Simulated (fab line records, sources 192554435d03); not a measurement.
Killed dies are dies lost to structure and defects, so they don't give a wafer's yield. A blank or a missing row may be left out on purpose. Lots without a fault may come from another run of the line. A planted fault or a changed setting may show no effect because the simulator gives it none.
Problem report in the 8D (eight disciplines) form, filled by code | flow n5_finfet | the parts of the form that need people (team, actions taken, sign-off) are left out

1. THE PROBLEM
bias_w at N5_BEOL_M1_ETCH_64 reads a mean of 110.4 W on 6 wafers of 2 lots; wafers without a fault read 150.0 W with a standard deviation of 0.49. That is -81 standard deviations from the usual mean.
The step: etches SOC in N2/H2, target depth 75 nm, overetch 15 nm, time 112.5 s.
First seen on wafer L127.1, day 9 10:48, on rie_diel-05. The record holds 18 wafers of 6 lots with a number at this step. Rule for "out", or "out of limits": more than 4 standard deviations from the usual mean. The other wafers with a number count as sound.

2. WHAT IT IS AND WHAT IT IS NOT
question                    | is                     | is not
which readings at this step | bias_w, rf_vpp_V       | drypump_motor_current_A, h2_flow_sccm, oes_product_au, rf_fwd_power_W, showerhead_plenum_p_Torr, temp_c
which lots                  | L127, L129             | L123, L125, L126, L138
which wafers of those lots  | all that have a number | -
read on which tools         | rie_diel-05            | rie_diel-02, rie_diel-06
when                        | from day 9 10:48       | up to then (9 sound wafers); but 3 sound wafers of L138 came after

3. SUSPECTS, AND WHAT RULES EACH OUT
Counting: a tool at a process step up to the reading stays a suspect if it ran every lot that is out and no sound lot after the first of them.
- rie_diel-05 at N5_BEOL_M1_DESCUM_16 (chemistry O2, time 7 s): kept. It ran every lot that is out, first L127 (day 9 10:43), and no sound lot after that; its last sound lot up to then is L125 (day 8 16:31).
- rie_diel-05 at N5_BEOL_M1_ETCH_74 (etches underlayer in N2/H2, target depth 6.5 nm, time 5.2 s): kept. It ran every lot that is out, first L127 (day 9 10:46), and no sound lot after that; its last sound lot up to then is L125 (day 8 16:34).
- rie_diel-05 at N5_BEOL_M1_ETCH_63 (etches SiARC in CF4, target depth 15.6 nm, time 26 s): kept. It ran every lot that is out, first L127 (day 9 10:46), and no sound lot after that; its last sound lot up to then is L125 (day 8 16:34).
- rie_diel-05 at N5_BEOL_M1_ETCH_64 (etches SOC in N2/H2, target depth 75 nm, overetch 15 nm, time 112.5 s): kept. It ran every lot that is out, first L127 (day 9 10:48), and no sound lot after that; its last sound lot up to then is L125 (day 8 16:36). Its own readings are out on those wafers: bias_w, rf_vpp_V.
Left after counting: rie_diel-05 at N5_BEOL_M1_DESCUM_16, rie_diel-05 at N5_BEOL_M1_ETCH_74, rie_diel-05 at N5_BEOL_M1_ETCH_63, rie_diel-05 at N5_BEOL_M1_ETCH_64.

4. THE CAUSE (what the simulator had put in)
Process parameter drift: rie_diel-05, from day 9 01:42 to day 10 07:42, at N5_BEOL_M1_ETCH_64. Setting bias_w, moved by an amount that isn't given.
Counting left 4 suspects, and this tool is among them.

5. THE CHAIN OF EFFECTS, in route order
Each row: a reading whose mean over the struck wafers that have a number lies more than 3 standard deviations from the usual. Only readings for which the record gives a usual standard deviation are gone through. hours: the time from each lot's start at the first step in this table that gives one to its start at this step, as a median over the lots. sigmas: the change in usual standard deviations.
hours | step               | reading  | usual   | on struck wafers | change | sigmas
0     | N5_BEOL_M1_ETCH_64 | bias_w   | 150.0 W | 110.4            | -39.6  | -81
0     | N5_BEOL_M1_ETCH_64 | rf_vpp_V | 523 V   | 428              | -94    | -32
The process steps in it:
- N5_BEOL_M1_ETCH_64: etches SOC in N2/H2, target depth 75 nm, overetch 15 nm, time 112.5 s.
Later measuring or inspecting steps at which every struck wafer that the step has a row for has a number for every such reading, and none has moved that far: N5_BEOL_M4_RC_MEAS_101.

6. WHAT WOULD HAVE CAUGHT IT SOONER
In this record the first reading out of limits was taken at day 9 10:48, 9 hours after the fault began at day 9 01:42.
